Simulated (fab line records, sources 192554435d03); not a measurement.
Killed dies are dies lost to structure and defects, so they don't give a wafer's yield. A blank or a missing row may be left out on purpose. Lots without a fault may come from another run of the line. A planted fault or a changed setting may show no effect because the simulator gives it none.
fab line records | flow n5_finfet
record lots=4 wafers=12 last_day=16
route steps=1938 shown BEOL_M4@1099 BEOL_M5@1112 BEOL_M7@1326 PASSIVATION@1936
lots that met no fault: from a run of the same line without faults
start_h: hours from the record's first day to the start of the lot's first wafer shown | wait_h: hours since the lot's step before | " the same as in the row above | L1.1+2: a row that stands for several wafers | - no value, or no start given | * or withheld: withheld | < > ~ a bound
route shown NAME@n: a module of which the file shows steps, and the number in the route of the first | usual: mean/standard deviation of fault-free wafers | same: alike in all rows | chamber/n: place in a boat | sites: the reading at each site | _std_site: their standard deviation | _edge_site: outer sites' mean less inner sites' | radius_mm: how far each site lies from the wafer's centre | mask NAME#n: copy n | behind: the tool/chamber that last shaped the wafer | hold: why the lot was held/for how many hours/how that ended | device: the transistor (n, p or np) that didn't switch | end of line: the same wafers' tests at the end of the route | a step without rows: its recipe alone | killed: dies lost to structure and defects at the first sort, not the wafer's yield | map: a wafer's dies, x killed, . not, _ none there
set.NAME: the setting as run; set.NAME@STEP: as run at that earlier step | model.NAME: the simulator's own value behind a step, which no gauge read
lots at some steps of the route; a table a step, a row a wafer
## steps
# step N5_BEOL_M4_ANNEAL_95
# recipe temp_c=400 time_s=240 ambient=vacuum
# step N5_BEOL_M4_SPUTTER_96
# recipe material=Cu target_thk_a=45 temp_c=-20 chamber_pressure_pa=0.07 power_w=withheld time_s=8.29
# step N5_BEOL_M4_ECD_50
# recipe material=Cu target_thk_a=3000
# step N5_BEOL_M4_ANNEAL_51
# recipe temp_c=225 time_s=90 ambient=N2
# step N5_BEOL_M4_CMP_52
# recipe stop_on=SiOC t_overpolish_s=6.8 down_force_psi=1 platen_rpm=50 clearing_platen_down_force_psi=1.5 clearing_platen_rpm=50 post_cmp_clean=cu_alkaline target_thk_nm=40 clearing_platen_pad_velocity_m_s=0.99484 pad_velocity_m_s=0.99484
# step N5_BEOL_M4_PRE_CLEAN_60
# recipe gas=NH3/H2 time_s=15 temp_c=* rf_power_w=300
# step N5_BEOL_M4_CO_CAP_55
# recipe material=Co target_thk_a=20 temp_c=200 precursor=CCTBA/H2 pressure_torr=30 time_s=102.1
# step N5_BEOL_M4_PRE_CLEAN_56
# recipe gas=NH3 time_s=15 temp_c=withheld rf_power_w=300
# step N5_BEOL_M4_DEP_57
# recipe material=SiCN target_thk_a=80 temp_c=withheld precursor=3MS/NH3 pressure_torr=3 rf_w=202 time_s=14
# step N5_BEOL_M4_RC_MEAS_101
# usual DIBL_N=37.5/2.5 DIBL_P=38/3.1 IOFF_N=0.19/0.059 IOFF_P=0.24/0.061 ION_N=679/16 ION_P=465/9.8 SS_N=72.0/0.8 SS_P=73.7/0.86 VT_N=248/4.5 VT_P=-249/3.5
# columns lot.wafer tool chamber start_h wait_h DIBL_N[mV/V] DIBL_P[mV/V] IOFF_N[nA/um] IOFF_P[nA/um] ION_N[uA/um] ION_P[uA/um] SS_N[mV/dec] SS_P[mV/dec] VT_N[mV] VT_P[mV]
L266.1 prober-01 0 251.41 0.0 34.7 36 0.16 0.24 683 473 71.0 73.0 247 -246
L266.3 " 0 " " 38.7 41 0.25 0.35 710 487 72.4 74.7 241 -242
L266.6 " 0 " " 34.1 35 0.15 0.22 683 476 71.6 73.2 248 -249
L267.2 prober-02 0 252.21 0.2 41.4 44 0.33 0.39 689 473 73.4 75.0 238 -242
L267.4 " 0 " " 39.5 39 0.23 0.26 687 466 72.6 72.7 246 -245
L267.5 " 0 " " 39.4 41 0.23 0.28 679 467 72.1 73.8 243 -246
L268.2 prober-02 0 253.39 0.2 37.7 38 0.20 0.22 663 450 71.7 73.8 244 -250
L268.5 " 0 " " 35.4 35 0.16 0.18 665 454 72.1 73.3 249 -255
L268.6 " 0 " " 36.9 36 0.17 0.19 658 445 71.6 73.3 250 -253
L270.1 prober-02 0 258.90 0.0 35.8 33 0.14 0.19 671 466 72.7 72.6 249 -251
L270.2 " 0 " " 40.6 41 0.23 0.31 673 461 72.9 74.7 246 -246
L270.6 " 0 " " 39.1 37 0.20 0.23 669 459 74.1 73.6 253 -251
# step N5_BEOL_M5_ILD_DEP_00
# recipe material=SiCOH_lowk target_thk_a=1406.4 temp_c=300 precursor=DEMS/porogen pressure_torr=5 rf_w=500 time_s=25.9
# step N5_BEOL_M5_CURE_79
# recipe temp_c=385 time_s=240 ambient=He/Ar material=SiCOH_lowk
# step N5_BEOL_M5_PECVD_70
# recipe material=SiO2 target_thk_a=160 temp_c=400 precursor=TEOS/O2 pressure_torr=5.5 rf_w=450 teos_flow_sccm=53.8 gas=O2 flow_sccm=3000 time_s=18
# step N5_BEOL_M5_HM_DEP_02
# recipe material=TiN target_thk_a=200 temp_c=25 chamber_pressure_pa=0.49996
# step N5_BEOL_M5_COAT_59
# recipe resist=SOC temp_c=250 time_s=60 spin_rpm=1500 resist_thk_nm=60
# step N5_BEOL_M5_COAT_60
# recipe resist=SiARC temp_c=220 time_s=60 spin_rpm=1500 resist_thk_nm=12
# step N5_BEOL_M5_COAT_71
# recipe resist=underlayer temp_c=205 time_s=60 spin_rpm=1500 resist_thk_nm=5
# step N5_BEOL_M5_COAT_05
# recipe resist=CAR-EUV spin_rpm=1500 resist_thk_nm=30
# step N5_BEOL_M5_EBR_07
# recipe solvent=PGMEA ebr_width_mm=1.5
# step N5_BEOL_M5_SOFTBAKE_06
# recipe temp_c=110 time_s=60 resist=CAR-EUV
# step N5_BEOL_M5_EXPOSE_08
# recipe mask_id=M5 na=0.33 source_shape=annular sigma_inner=0.4 sigma_outer=0.8 polarization=unpolarized target_cd_nm=28 dose_mj=35.75
# step N5_BEOL_M5_PEB_09
# recipe peb_temp_c=100 peb_time_s=60 resist=CAR-EUV
# step N5_BEOL_M5_DEVELOP_10
# recipe develop_time_s=30 developer=TMAH resist=CAR-EUV rinse_liquid=surfactant_rinse dry=air_spin dev_temp_c=23
# step N5_BEOL_M5_DESCUM_16
# recipe chemistry=O2 time_s=7 source_power_w=50 bias_power_w=20 pressure_mtorr=20 rf_frequency_hz=2.712e+07 temp_c=40 resist=CAR-EUV o2_flow_sccm=225
# step N5_BEOL_M5_ETCH_72
# recipe chemistry=N2/H2 target=underlayer target_depth_a=65 mask_material=CAR-EUV time_s=5.2 ion_energy_ev=200 pressure_mtorr=30 source_w=840 bias_w=150 n2_flow_sccm=200 h2_flow_sccm=200 ends=cleared
# step N5_BEOL_M5_ETCH_61
# recipe chemistry=CF4 target=SiARC target_depth_a=156 mask_material=CAR-EUV time_s=26 ion_energy_ev=80 pressure_mtorr=40 source_w=545 bias_w=36 Ar_flow_sccm=100 cf4_flow_sccm=100 ends=cleared
# step N5_BEOL_M5_ETCH_62
# recipe chemistry=N2/H2 target=SOC target_depth_a=750 overetch_a=150 mask_material=SiARC temp_c=40 time_s=112.5 ion_energy_ev=200 pressure_mtorr=30 source_w=840 bias_w=150 n2_flow_sccm=200 h2_flow_sccm=200
# step N5_BEOL_M5_STRIP_63
# recipe chemistry=N2/H2 temp_c=40 n2_flow_sccm=200 h2_flow_sccm=200 rf_frequency_hz=6e+07
# step N5_BEOL_M5_STRIP_73
# recipe chemistry=N2/H2 temp_c=40 n2_flow_sccm=200 h2_flow_sccm=200 rf_frequency_hz=6e+07
# step N5_BEOL_M5_STRIP_64
# recipe chemistry=CF4 resist=SiARC power_w=300 bias_power_w=75 pressure_mtorr=50 cf4_flow_sccm=150 rf_frequency_hz=6e+07
# step N5_BEOL_M5_HM_OPEN_17
# recipe chemistry=Cl2/BCl3 target_depth_a=200 overetch_a=60 target=TiN mask_material=SOC ion_energy_ev=150 pressure_mtorr=10 icp_w=1000 bias_w=126 Cl2_flow_sccm=53.25 bcl3_flow_sccm=21.75 Ar_flow_sccm=25
# step N5_BEOL_M5_STRIP_19
# recipe chemistry=O2 power_w=400 temp_c=40 pressure_mtorr=30 rf_frequency_hz=6e+07 bias_power_w=0 overash_fraction=0.2 o2_flow_sccm=225
# step N5_BEOL_M5_COAT_65
# recipe resist=SOC temp_c=250 time_s=60 spin_rpm=1500 resist_thk_nm=60
# step N5_BEOL_M5_COAT_66
# recipe resist=SiARC temp_c=220 time_s=60 spin_rpm=1500 resist_thk_nm=12
# step N5_BEOL_M7_CMP_52
# recipe stop_on=SiCOH_lowk t_overpolish_s=6.9 down_force_psi=1 platen_rpm=50 clearing_platen_down_force_psi=1.5 clearing_platen_rpm=50 post_cmp_clean=cu_alkaline target_thk_nm=80 clearing_platen_pad_velocity_m_s=0.99484 pad_velocity_m_s=0.99484
# usual barrier_field_endpoint_s=29.2/0.87 motor_current_A=5.9/0.64 overpolish_run_s=6.900/0.0091 time_to_endpoint_s=63/3.4
# columns lot.wafer tool chamber start_h wait_h barrier_field_endpoint_s motor_current_A overpolish_run_s time_to_endpoint_s
L267.2 cmp-01 3 281.06 0.2 30.3 6.3 6.899 63
L267.4 " 0 " " 30.4 5.9 6.911 62
L267.5 " 3 " " 30.3 6.1 6.881 63
L268.2 cmp-01 3 287.07 0.3 29.0 6.2 6.902 60
L268.6 " 0 " " 28.8 5.9 6.893 64
L268.5 " 1 " " 46.9 5.5 0.043 82
L270.1 cmp-03 2 288.55 0.3 27.3 7.6 6.906 59
L270.2 " 1 " " 27.1 5.8 6.907 60
L270.6 " 2 " " 28.1 7.7 6.908 57
L266.1 cmp-01 3 288.87 0.3 28.8 6.5 6.915 64
L266.3 " 0 " " 46.9 5.8 0.041 81
L266.6 " 0 " " 28.5 5.9 6.905 61
# step N5_BEOL_M7_THK_MEAS_53
# recipe thk_meas_gauge=xrf reads=Cu_of_BEOL_M7_ECD_50
# usual M7_THK=79.2/2.8
# columns lot.wafer tool chamber start_h wait_h M7_THK[nm]
L267.2 film_metro-01 - 281.32 - 82.8
L267.4 " - " " 81.5
L267.5 " - " " 83.2
L268.2 film_metro-01 - 287.25 - 83.0
L268.5 " - " " 197.3
L268.6 " - " " 80.2
L270.1 film_metro-02 - 288.84 - 80.4
L270.2 " - " " 83.6
L270.6 " - " " 81.7
L266.1 film_metro-02 - 289.17 - 82.3
L266.3 " - " " 188.0
L266.6 " - " " 82.6
# step N5_BEOL_M7_INSPECT_58
# recipe inspect_instrument=darkfield mode=post_dep
# usual raw_defect_count=69/20
# columns lot.wafer tool chamber start_h wait_h raw_defect_count
L267.2 defect_inspect-01 - 281.47 0.0 73
L267.4 " - " " 43
L267.5 " - " " 79
L268.2 defect_inspect-02 - 287.41 0.0 48
L268.5 " - " " 1237
L268.6 " - " " 33
L270.1 defect_inspect-02 - 289.00 0.0 70
L270.2 " - " " 45
L270.6 " - " " 50
L266.1 defect_inspect-02 - 289.32 0.0 65
L266.3 " - " " 1170
L266.6 " - " " 62
# step N5_PASSIVATION_PROBE_49
# usual defect_limited_yield=91.0/1.4 killed_at_M0_to_M3=35/10 killed_at_M4_up=14/5.5 killed_at_contacts=13/5.6 killed_at_front_end=41/11 killed_at_other=4/3.4 killed_dies=106/16 killed_on_rim=13/4 killed_open=68/12 killed_short=35/7.3 sort_bin_4_leakage=0.3/2.1 sort_bin_5_function=5.3/0.89 sort_bin_6_memory=3.4/0.67 sort_bin_8_speed=0.01/0.11 sort_n_pass=1070/28 sort_yield_pct=90.7/2.4
# same gross_dies=1180 killed_at_back_side=0
# columns lot.wafer tool chamber start_h wait_h defect_limited_yield[%] killed_at_M0_to_M3 killed_at_M4_up killed_at_contacts killed_at_front_end killed_at_other killed_dies killed_on_rim killed_open killed_short sort_bin_4_leakage[%] sort_bin_5_function[%] sort_bin_6_memory[%] sort_bin_8_speed[%] sort_n_pass sort_yield_pct[%]
L266.3 prober-02 - 372.10 0.1 0 15 1126 12 24 3 1180 152 62 25 0 4.6 2.8 0 0 0
L270.1 prober-01 - 373.34 0.0 91.4 33 7 19 41 1 101 9 65 34 0 5.3 2.8 0 1079 91.4
L270.2 prober-01 - 373.39 0.1 91.9 25 9 16 43 3 96 10 64 31 0 4.4 3.4 0 1084 91.9
L270.6 prober-01 - 373.59 0.3 90.8 19 14 26 49 1 109 9 71 37 0 5.6 3.2 0 1071 90.8
L268.5 prober-02 - 376.68 0.2 0 30 1104 8 36 2 1180 152 59 31 0 4.4 3.1 0 0 0
# killed by level:class
L266.3 BEOL_M7:area_cmp=1092 BEOL_M4:geometric_particle:open=12 MOL_CONTACT_COAG:geometric_particle:open=10 DUMMY_GATE:geometric_particle:open=6 BEOL_M7:geometric_particle:open=6 BEOL_M8:geometric_particle:open=5 BEOL_M0_SAQP:geometric_particle:open=5 FIN_SAQP:geometric_particle:open=3
L270.1 MOL_CONTACT_COAG:geometric_particle:open=14 FIN_SAQP:geometric_particle:open=10 BEOL_M0_SAQP:geometric_particle:open=9 STI_FIN_REVEAL:geometric_particle:open=8 BEOL_M0_SAQP:geometric_particle:short=7 ILD0:geometric_particle:open=5 BEOL_M2:geometric_particle:open=5 FIN_SAQP:geometric_particle:short=4
L270.2 BEOL_M0_SAQP:geometric_particle:short=13 FIN_SAQP:geometric_particle:open=12 MOL_CONTACT_COAG:geometric_particle:open=11 STI_FIN_REVEAL:geometric_particle:open=9 ILD0:geometric_particle:open=8 BEOL_M0_SAQP:geometric_particle:open=7 MOL_CONTACT_COAG:geometric_particle:short=5 BEOL_M4:geometric_particle:open=5
L270.6 MOL_CONTACT_COAG:geometric_particle:open=21 FIN_SAQP:geometric_particle:open=9 STI_FIN_REVEAL:geometric_particle:open=8 GATE_CUT:geometric_particle:short=6 FIN_SAQP:geometric_particle:short=5 MOL_CONTACT_COAG:geometric_particle:short=5 ILD0:geometric_particle:short=4 BEOL_M0_SAQP:geometric_particle:open=4
L268.5 BEOL_M7:area_cmp=1089 FIN_SAQP:geometric_particle:short=12 BEOL_M0_SAQP:geometric_particle:open=9 FIN_SAQP:geometric_particle:open=7 MOL_CONTACT_COAG:geometric_particle:open=7 BEOL_M0_SAQP:geometric_particle:short=7 BEOL_M7:geometric_particle:open=5 DUMMY_GATE:geometric_particle:open=4
# map L266.3 (x killed, . not)
_________________xxxxxxxxxxxx________________
______________xxxxxxxxxxxxxxxxxx_____________
___________xxxxxxxxxxxxxxxxxxxxxxxx__________
__________xxxxxxxxxxxxxxxxxxxxxxxxxx_________
________xxxxxxxxxxxxxxxxxxxxxxxxxxxxxx_______
_______xxxxxxxxxxxxxxxxxxxxxxxxxxxxxxxx______
______xxxxxxxxxxxxxxxxxxxxxxxxxxxxxxxxxx_____
_____xxxxxxxxxxxxxxxxxxxxxxxxxxxxxxxxxxxx____
____xxxxxxxxxxxxxxxxxxxxxxxxxxxxxxxxxxxxxx___
___xxxxxxxxxxxxxxxxxxxxxxxxxxxxxxxxxxxxxxxx__
___xxxxxxxxxxxxxxxxxxxxxxxxxxxxxxxxxxxxxxxx__
__xxxxxxxxxxxxxxxxxxxxxxxxxxxxxxxxxxxxxxxxxx_
__xxxxxxxxxxxxxxxxxxxxxxxxxxxxxxxxxxxxxxxxxx_
_xxxxxxxxxxxxxxxxxxxxxxxxxxxxxxxxxxxxxxxxxxxx
_xxxxxxxxxxxxxxxxxxxxxxxxxxxxxxxxxxxxxxxxxxxx
_xxxxxxxxxxxxxxxxxxxxxxxxxxxxxxxxxxxxxxxxxxxx
_xxxxxxxxxxxxxxxxxxxxxxxxxxxxxxxxxxxxxxxxxxxx
_xxxxxxxxxxxxxxxxxxxxxxxxxxxxxxxxxxxxxxxxxxxx
_xxxxxxxxxxxxxxxxxxxxxxxxxxxxxxxxxxxxxxxxxxxx
_xxxxxxxxxxxxxxxxxxxxxxxxxxxxxxxxxxxxxxxxxxxx
_xxxxxxxxxxxxxxxxxxxxxxxxxxxxxxxxxxxxxxxxxxxx
__xxxxxxxxxxxxxxxxxxxxxxxxxxxxxxxxxxxxxxxxxx_
__xxxxxxxxxxxxxxxxxxxxxxxxxxxxxxxxxxxxxxxxxx_
___xxxxxxxxxxxxxxxxxxxxxxxxxxxxxxxxxxxxxxxx__
___xxxxxxxxxxxxxxxxxxxxxxxxxxxxxxxxxxxxxxxx__
____xxxxxxxxxxxxxxxxxxxxxxxxxxxxxxxxxxxxxx___
_____xxxxxxxxxxxxxxxxxxxxxxxxxxxxxxxxxxxx____
______xxxxxxxxxxxxxxxxxxxxxxxxxxxxxxxxxx_____
_______xxxxxxxxxxxxxxxxxxxxxxxxxxxxxxxx______
________xxxxxxxxxxxxxxxxxxxxxxxxxxxxxx_______
__________xxxxxxxxxxxxxxxxxxxxxxxxxx_________
___________xxxxxxxxxxxxxxxxxxxxxxxx__________
______________xxxxxxxxxxxxxxxxxx_____________
_________________xxxxxxxxxxxx________________
# map L268.5 (x killed, . not)
_________________xxxxxxxxxxxx________________
______________xxxxxxxxxxxxxxxxxx_____________
___________xxxxxxxxxxxxxxxxxxxxxxxx__________
__________xxxxxxxxxxxxxxxxxxxxxxxxxx_________
________xxxxxxxxxxxxxxxxxxxxxxxxxxxxxx_______
_______xxxxxxxxxxxxxxxxxxxxxxxxxxxxxxxx______
______xxxxxxxxxxxxxxxxxxxxxxxxxxxxxxxxxx_____
_____xxxxxxxxxxxxxxxxxxxxxxxxxxxxxxxxxxxx____
____xxxxxxxxxxxxxxxxxxxxxxxxxxxxxxxxxxxxxx___
___xxxxxxxxxxxxxxxxxxxxxxxxxxxxxxxxxxxxxxxx__
___xxxxxxxxxxxxxxxxxxxxxxxxxxxxxxxxxxxxxxxx__
__xxxxxxxxxxxxxxxxxxxxxxxxxxxxxxxxxxxxxxxxxx_
__xxxxxxxxxxxxxxxxxxxxxxxxxxxxxxxxxxxxxxxxxx_
_xxxxxxxxxxxxxxxxxxxxxxxxxxxxxxxxxxxxxxxxxxxx
_xxxxxxxxxxxxxxxxxxxxxxxxxxxxxxxxxxxxxxxxxxxx
_xxxxxxxxxxxxxxxxxxxxxxxxxxxxxxxxxxxxxxxxxxxx
_xxxxxxxxxxxxxxxxxxxxxxxxxxxxxxxxxxxxxxxxxxxx
_xxxxxxxxxxxxxxxxxxxxxxxxxxxxxxxxxxxxxxxxxxxx
_xxxxxxxxxxxxxxxxxxxxxxxxxxxxxxxxxxxxxxxxxxxx
_xxxxxxxxxxxxxxxxxxxxxxxxxxxxxxxxxxxxxxxxxxxx
_xxxxxxxxxxxxxxxxxxxxxxxxxxxxxxxxxxxxxxxxxxxx
__xxxxxxxxxxxxxxxxxxxxxxxxxxxxxxxxxxxxxxxxxx_
__xxxxxxxxxxxxxxxxxxxxxxxxxxxxxxxxxxxxxxxxxx_
___xxxxxxxxxxxxxxxxxxxxxxxxxxxxxxxxxxxxxxxx__
___xxxxxxxxxxxxxxxxxxxxxxxxxxxxxxxxxxxxxxxx__
____xxxxxxxxxxxxxxxxxxxxxxxxxxxxxxxxxxxxxx___
_____xxxxxxxxxxxxxxxxxxxxxxxxxxxxxxxxxxxx____
______xxxxxxxxxxxxxxxxxxxxxxxxxxxxxxxxxx_____
_______xxxxxxxxxxxxxxxxxxxxxxxxxxxxxxxx______
________xxxxxxxxxxxxxxxxxxxxxxxxxxxxxx_______
__________xxxxxxxxxxxxxxxxxxxxxxxxxx_________
___________xxxxxxxxxxxxxxxxxxxxxxxx__________
______________xxxxxxxxxxxxxxxxxx_____________
_________________xxxxxxxxxxxx________________
## key
first_sign step=N5_BEOL_M7_CMP_52 reading=overpolish_run_s direction=down sigmas=99+ usual=6.900 struck=0.042
effect step=N5_BEOL_M7_CMP_52 reading=barrier_field_endpoint_s direction=up sigmas=20 usual=29.2 struck=46.9
effect step=N5_BEOL_M7_THK_MEAS_53 reading=M7_THK direction=up sigmas=40 usual=79.2 struck=192.6
effect step=N5_BEOL_M7_INSPECT_58 reading=raw_defect_count direction=up sigmas=57 usual=69 struck=1204
effect step=N5_PASSIVATION_PROBE_49 reading=killed_at_M4_up direction=up sigmas=99+ usual=14 struck=1115
more_kills_born_at N5_BEOL_M7_CMP_52@cmp-01=2181
met_at N5_BEOL_M7_CMP_52
struck_wafers L266.3,L268.5
later_rows_left_out L266.3,L268.5
onset_between 281.06 287.07
fault kind=process_parameter_drift tool=cmp-01 chamber=- onset_h=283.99 steps=N5_BEOL_M7_CMP_52 channel=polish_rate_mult offset=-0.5 shape=step end_h=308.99 scope=struck_wafers_only
# later_rows_left_out: the simulator's readings of these wafers behind a module that went badly wrong aren't trusted and aren't shown, but for the sort
